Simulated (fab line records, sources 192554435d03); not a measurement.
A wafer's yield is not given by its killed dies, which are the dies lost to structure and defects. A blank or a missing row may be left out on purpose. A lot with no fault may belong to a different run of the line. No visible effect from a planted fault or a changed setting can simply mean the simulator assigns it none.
fab line records	flow n5_finfet
record lots=11	wafers=30	last_day=17
route steps=1938 shown ILD0@339 SDB@356 BEOL_M4@1111
lots that met no fault: from a run of the same line without faults
start_h: hours from the record's first day to the start of the lot's first wafer shown	wait_h: hours elapsed since this lot's preceding step	" unchanged from the row above	L1.1+2: one row covering several wafers at once	- either no value or no given start	* or withheld: withheld	< > ~ a bound
route shown NAME@n: NAME is a module with steps in the file, n the number in the route of the first one	usual: mean/standard deviation of fault-free wafers	same: alike in all rows	chamber/n: place in a boat	sites: each site's reading	_std_site: standard deviation of those values	_edge_site: outer sites' mean less inner sites'	radius_mm: for every site, how far away it sits from the centre of the wafer	mask NAME#n: copy n	behind: the last tool/chamber to shape the wafer	hold: the reason the lot was held/the length of the hold in hours/how it ended	device: the transistor (n, p or np) that didn't switch	end of line: tests run on the same wafers once the route is complete	a step given without rows: its recipe and nothing more	killed: the dies lost at the first sort to structure and to defects; this is not the yield of the wafer	map: a wafer's dies, x killed, . not, _ none there
set.NAME: the setting the step ran with; set.NAME@STEP: the setting that earlier step ran with	model.NAME: the simulator's own value behind a step, which no gauge read
one table for each step of the route and one row for each wafer, over a sample of lots
services: from which hour (start_h, from the record's first day; less than 0 if before it) a tool's chamber was out of use, for how many hours, and why
## steps
# step N5_ILD0_THK_MEAS_04
# usual thk_nm=197.4/1
lot.wafer	tool	chamber	start_h	wait_h	thk_nm
L602.1	film_metro-01	-	73.70	-	198.3
L602.4	"	-	"	"	199.3
L602.5	"	-	"	"	199.0
L603.1	film_metro-01	-	79.19	-	197.7
L603.3	"	-	"	"	196.0
L603.5	"	-	"	"	197.3
L604.1	film_metro-02	-	85.06	-	198.3
L604.5	"	-	"	"	196.7
L604.6	"	-	"	"	197.0
L605.1	film_metro-01	-	90.61	-	198.2
L605.3	"	-	"	"	198.6
L605.5	"	-	"	"	196.9
L606.2	film_metro-01	-	102.75	-	198.2
L606.3	"	-	"	"	198.3
L606.6	"	-	"	"	199.5
L614.3	film_metro-01	-	144.40	-	198.1
L614.5	"	-	"	"	197.2
L615.1	film_metro-02	-	154.58	-	196.3
L615.3	"	-	"	"	196.3
L616.1	film_metro-02	-	158.54	-	198.1
L616.5	"	-	"	"	198.2
L617.1	film_metro-02	-	162.57	-	199.4
L617.3	"	-	"	"	199.2
L617.6	"	-	"	"	199.8
L618.1	film_metro-02	-	168.46	-	197.0
L618.2	"	-	"	"	198.5
L618.4	"	-	"	"	197.6
L622.4	film_metro-01	-	194.03	-	197.1
L622.5	"	-	"	"	196.4
L622.6	"	-	"	"	197.6
# step N5_SDB_CD_MEAS_11
# recipe target_cd_nm=50	landing_energy_ev=500	detector=se_inlens	polarity=opening
# usual cd_nm=50.9/1.1
# same landing_energy_ev=500
lot.wafer	tool	chamber	start_h	wait_h	cd_nm
L602.1	cd_sem-02	0	77.76	-	51.4
L602.4	"	0	"	"	52.2
L602.5	"	0	"	"	50.8
L603.1	cd_sem-01	0	83.24	-	52.8
L603.3	"	0	"	"	51.1
L603.5	"	0	"	"	51.4
L604.1	cd_sem-03	0	89.14	-	50.6
L604.5	"	0	"	"	50.5
L604.6	"	0	"	"	50.9
L605.1	cd_sem-01	0	95.28	-	51.3
L605.3	"	0	"	"	51.3
L605.5	"	0	"	"	50.7
L606.2	cd_sem-01	0	106.92	-	50.0
L606.3	"	0	"	"	51.9
L606.6	"	0	"	"	52.2
L614.3	cd_sem-03	0	148.45	-	51.2
L614.5	"	0	"	"	50.0
L615.1	cd_sem-02	0	158.51	-	48.9
L615.3	"	0	"	"	49.8
L616.1	cd_sem-03	0	162.61	-	51.9
L616.5	"	0	"	"	52.0
L617.1	cd_sem-02	0	166.62	-	51.8
L617.3	"	0	"	"	50.1
L617.6	"	0	"	"	51.2
L618.1	cd_sem-03	0	172.39	-	51.5
L618.2	"	0	"	"	50.5
L618.4	"	0	"	"	50.0
L622.4	cd_sem-01	0	198.32	-	48.8
L622.5	"	0	"	"	49.7
L622.6	"	0	"	"	48.6
# step N5_SDB_OVL_MEAS_12
# recipe points_per_wafer=44
# usual SDB_OVL=0.3/0.66
lot.wafer	tool	chamber	start_h	wait_h	SDB_OVL[nm]
L602.1	overlay-01	0	77.79	0.0	0.0
L602.4	"	0	"	"	-0.8
L602.5	"	0	"	"	0.4
L603.1	overlay-01	0	83.27	0.0	0.2
L603.3	"	0	"	"	0.7
L603.5	"	0	"	"	1.2
L604.1	overlay-01	0	89.17	0.0	1.4
L604.5	"	0	"	"	0.6
L604.6	"	0	"	"	0.7
L605.1	overlay-02	0	95.31	0.0	0.0
L605.3	"	0	"	"	-0.5
L605.5	"	0	"	"	0.8
L606.2	overlay-02	0	106.95	0.0	0.3
L606.3	"	0	"	"	-0.7
L606.6	"	0	"	"	0.3
L614.3	overlay-02	0	148.48	0.0	-0.2
L614.5	"	0	"	"	-0.3
L615.1	overlay-02	0	158.54	0.0	1.2
L615.3	"	0	"	"	1.0
L616.1	overlay-02	0	162.64	0.0	1.2
L616.5	"	0	"	"	1.1
L617.1	overlay-01	0	166.65	0.0	0.5
L617.3	"	0	"	"	-0.4
L617.6	"	0	"	"	-0.6
L618.1	overlay-01	0	172.42	0.0	1.0
L618.2	"	0	"	"	0.6
L618.4	"	0	"	"	0.2
L622.4	overlay-02	0	198.35	0.0	-0.8
L622.5	"	0	"	"	-0.2
L622.6	"	0	"	"	0.1
# step N5_SDB_ETCH_17
# recipe chemistry=CF4	target=SiARC	target_depth_a=234	mask_material=CAR-ArF	time_s=39	ion_energy_ev=80	pressure_mtorr=40	source_w=545	bias_w=36	Ar_flow_sccm=100	cf4_flow_sccm=100	ends=cleared
# usual drypump_motor_current_A=5.7/0.56	etch_rf_on_time_s=39.2/0.51	mfc_ar_sccm=100.0/0.33	oes_product_au=0.66/0.063	rf_vpp_V=184.5/1.2	showerhead_plenum_p_Torr=2.18/0.059	throttle_valve_pct=15.67/0.22
lot.wafer	tool	chamber	start_h	wait_h	drypump_motor_current_A	etch_rf_on_time_s	mfc_ar_sccm	oes_product_au	rf_hours_counter_h	rf_vpp_V	showerhead_plenum_p_Torr	throttle_valve_pct
L602.1	rie_diel-01	0	78.75	0.0	5.2	40.4	99.9	0.75	25	183.0	2.09	15.51
L602.4	"	1	"	"	5.9	39.2	100.1	0.59	231	183.1	2.11	15.85
L602.5	"	2	"	"	6.1	38.7	100.1	0.65	-	185.2	2.23	15.68
L603.1	rie_diel-05	1	83.36	0.0	5.7	39.1	99.7	0.71	62	185.2	2.26	15.68
L603.3	"	3	"	"	5.7	38.7	100.2	0.79	14	186.1	2.27	15.18
L603.5	"	1	"	"	5.7	38.9	99.7	0.71	-	186.0	2.26	15.67
L604.1	rie_diel-06	2	89.27	0.0	6.6	39.6	99.8	0.61	198	185.8	2.21	15.78
L604.5	"	2	"	"	6.6	39.9	100.0	0.60	-	185.2	2.21	15.79
L604.6	"	1	"	"	5.2	39.0	99.8	0.66	-	183.1	2.16	15.49
L605.1	rie_diel-06	2	95.41	0.0	6.6	40.2	99.9	0.61	201	184.8	2.21	15.80
L605.3	"	1	"	"	5.1	39.7	100.1	0.66	127	182.6	2.16	15.50
L605.5	"	1	"	"	5.1	39.6	100.0	0.66	-	183.2	2.16	15.48
L606.2	rie_diel-05	1	107.10	0.0	5.8	39.5	99.5	0.69	71	185.3	2.26	15.71
L606.3	"	3	"	"	5.7	39.4	100.6	0.76	23	184.3	2.27	15.21
L606.6	"	3	"	"	5.7	39.0	99.9	0.77	-	185.8	2.27	15.22
L614.3	rie_diel-05	3	148.68	0.0	5.7	39.5	100.3	0.74	37	186.0	2.26	15.25
L614.5	"	2	"	"	5.1	25.8	99.6	0.77	-	184.0	2.21	15.92
L615.1	rie_diel-05	2	158.84	0.0	5.1	25.8	100.2	0.77	210	185.4	2.21	15.94
L615.3	"	1	"	"	5.8	39.2	100.4	0.68	89	185.8	2.25	15.74
L616.1	rie_diel-05	3	162.82	0.0	5.7	25.6	100.2	0.95	43	185.5	2.26	15.28
L616.5	"	2	"	"	5.1	25.5	99.3	0.77	-	185.0	2.21	15.93
L617.1	rie_diel-01	0	166.75	0.0	5.1	40.0	100.0	0.71	57	182.7	2.08	15.57
L617.3	"	2	"	"	6.1	38.9	99.7	0.64	183	188.0	2.22	15.74
L617.6	"	3	"	"	5.3	37.9	100.6	0.62	-	186.0	2.21	16.05
L618.1	rie_diel-06	3	172.51	0.0	5.8	38.7	100.0	0.63	160	183.3	2.14	15.86
L618.2	"	0	"	"	4.9	38.5	100.1	0.73	46	185.1	2.10	15.58
L618.4	"	1	"	"	5.1	39.3	100.0	0.64	148	185.6	2.15	15.52
L622.4	rie_diel-06	0	198.44	0.0	4.9	39.0	100.4	0.72	53	184.0	2.09	15.61
L622.5	"	1	"	"	5.2	39.6	100.8	0.64	-	184.6	2.15	15.57
L622.6	"	0	"	"	4.9	38.9	100.3	0.72	-	182.4	2.10	15.61
# step N5_BEOL_M4_RC_MEAS_101
# usual DIBL_N=35.8/1.6	DIBL_P=36.0/2.1	IOFF_N=0.153/0.026	IOFF_P=0.21/0.037	ION_N=673/11	ION_P=462/7.6	SS_N=71.4/0.53	SS_P=73.2/0.67	VT_N=250/3.2	VT_P=-250/3.7
lot.wafer	tool	chamber	start_h	wait_h	DIBL_N[mV/V]	DIBL_P[mV/V]	IOFF_N[nA/um]	IOFF_P[nA/um]	ION_N[uA/um]	ION_P[uA/um]	SS_N[mV/dec]	SS_P[mV/dec]	VT_N[mV]	VT_P[mV]
L602.1	prober-01	0	191.95	0.0	36.7	38.9	0.176	0.28	693	472	71.4	74.1	250	-243
L602.4	"	0	"	"	37.7	40.2	0.201	0.32	682	477	72.1	74.1	246	-240
L602.5	"	0	"	"	35.7	37.7	0.146	0.26	673	470	71.0	73.2	252	-244
L603.1	prober-02	0	192.23	0.0	38.4	37.5	0.175	0.22	679	461	72.8	73.6	251	-251
L603.3	"	0	"	"	39.5	39.5	0.193	0.27	685	473	72.2	74.4	250	-249
L603.5	"	0	"	"	36.4	35.9	0.144	0.20	678	464	70.8	73.0	251	-253
L604.1	prober-01	0	198.14	0.0	37.5	36.1	0.193	0.24	691	468	71.4	73.7	245	-246
L604.5	"	0	"	"	37.4	36.3	0.183	0.25	685	471	70.9	73.9	246	-243
L604.6	"	0	"	"	36.8	35.5	0.180	0.24	697	476	70.6	72.9	245	-243
L605.1	prober-02	0	198.55	0.0	34.5	35.5	0.142	0.20	675	468	71.3	72.8	251	-250
L605.3	"	0	"	"	33.6	34.5	0.126	0.17	665	452	71.1	72.9	250	-254
L605.5	"	0	"	"	33.7	34.1	0.124	0.17	670	447	71.2	72.5	252	-252
L606.2	prober-02	0	207.61	0.2	37.0	38.7	0.192	0.25	690	467	71.4	73.6	248	-247
L606.3	"	0	"	"	35.2	35.6	0.153	0.20	680	464	71.2	73.2	250	-253
L606.6	"	0	"	"	35.6	36.5	0.159	0.21	670	463	71.8	72.8	252	-250
L614.3	prober-02	0	249.82	0.3	36.9	36.4	0.161	0.22	676	463	71.7	73.1	248	-247
L614.5	"	0	"	"	35.5	36.7	0.151	0.23	679	468	71.4	73.3	249	-247
L615.1	prober-01	0	268.62	0.0	35.8	36.5	0.149	0.22	669	465	71.6	73.4	252	-251
L615.3	"	0	"	"	36.9	37.6	0.176	0.23	691	473	72.4	73.8	251	-249
L616.1	prober-02	0	269.28	0.0	35.6	34.1	0.139	0.19	669	461	71.6	73.0	252	-252
L616.5	"	0	"	"	37.7	36.3	0.164	0.22	667	461	71.1	73.8	252	-251
L618.1	prober-02	0	274.61	0.0	35.1	34.1	0.127	0.16	657	454	71.6	72.5	253	-257
L618.2	"	0	"	"	35.8	34.5	0.131	0.16	661	452	71.3	72.6	254	-257
L618.4	"	0	"	"	32.7	30.9	0.093	0.12	662	448	70.3	71.9	259	-255
L617.1	prober-01	0	275.89	0.0	35.1	36.0	0.145	0.19	665	459	70.7	73.7	251	-252
L617.3	"	0	"	"	35.1	35.8	0.148	0.19	671	458	71.4	72.8	249	-250
L617.6	"	0	"	"	37.1	38.2	0.178	0.22	678	460	72.4	74.1	249	-252
L622.4	prober-01	0	302.60	0.5	33.2	32.0	0.110	0.15	664	457	70.9	71.6	256	-254
L622.5	"	0	"	"	34.2	32.8	0.118	0.15	667	458	71.0	72.4	253	-256
L622.6	"	0	"	"	37.3	37.4	0.188	0.24	685	467	71.0	73.3	246	-250
## services
tool	chamber	start_h	hours	kind
rie_diel-06	3	73.64	6.6	repair
rie_diel-05	2	80.74	5.5	repair
rie_diel-05	0	110.92	6.6	repair
rie_diel-06	1	116.06	7.0	repair
rie_diel-01	1	140.38	-	clean
rie_diel-01	1	140.38	-	consumable_replace:focus_ring
rie_diel-01	1	140.38	15.4	scheduled_down
rie_diel-01	1	140.38	15.4	vent_cycle
rie_diel-01	1	194.65	3.8	repair
## key
first_sign step=N5_SDB_ETCH_17	reading=etch_rf_on_time_s	direction=down	sigmas=26	usual=*	struck=*
effect step=N5_SDB_ETCH_17	reading=oes_product_au	direction=up	sigmas=2.5	usual=0.66	struck=0.81
met_at N5_SDB_ETCH_17
struck_lots L614,L615,L616
struck_wafers L614.5,L615.1,L616.1,L616.5
not_acting_at N5_ILD0_THK_MEAS_04,N5_SDB_CD_MEAS_11,N5_SDB_OVL_MEAS_12
onset_between 107.10 148.68
fault kind=process_parameter_drift	tool=rie_diel-05	chamber=-	onset_h=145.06	steps=N5_SDB_ETCH_17	channel=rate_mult	offset=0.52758	shape=step	end_h=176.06	scope=struck_wafers_only
